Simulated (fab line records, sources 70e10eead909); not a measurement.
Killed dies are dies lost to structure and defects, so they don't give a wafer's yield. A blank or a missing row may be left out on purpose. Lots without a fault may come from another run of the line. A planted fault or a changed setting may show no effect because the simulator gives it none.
Chamber matching | flow nand_harc | NHARC_P_M0_ETCH_34 on rie_diel-03: 4 sister chambers
The step etches the open film in N2/H2, target depth 40 nm, overetch 12 nm, time 43.94 s. 4 wafers are shown with their chamber, then 7 later ones without.

WAFERS WITH THEIR CHAMBER
wafer  | chamber | drypump_motor_current_A (A)
L083.2 | 1       | 6.1
L086.3 | 3       | 5.1
L089.2 | 2       | 6.8
L089.4 | 0       | 4.7

WAFERS WITHOUT THEIR CHAMBER
wafer  | drypump_motor_current_A (A)
L089.5 | 6.8
L094.1 | 6.8
L094.3 | 4.7
L094.6 | 6.2
L095.2 | 6.2
L095.4 | 5.1
L095.5 | 6.8

WHICH CHAMBER EACH WENT THROUGH
wafer  | from the rows above | in truth
L089.5 | 2                   | 2
L094.1 | 2                   | 2
L094.3 | 0                   | 0
L094.6 | 1                   | 1
L095.2 | 1                   | 1
L095.4 | 3                   | 3
L095.5 | 2                   | 2
Placed correctly: 7 of 7. Can't be placed from these rows: 0. Placed wrongly: 0.
How it was worked out, from the rows above alone: a wafer's distance from a chamber is the root of the sum, over the readings, of the square of ((its reading less the chamber's mean) divided by the reading's scatter). The wafer belongs to the nearest chamber; if the next one is less than 2 further off, it can't be placed. A chamber's mean is the mean of its shown wafers. The scatter: with one shown wafer a chamber, the root of the mean of the squares of how far each hidden wafer lies from its nearest shown one.
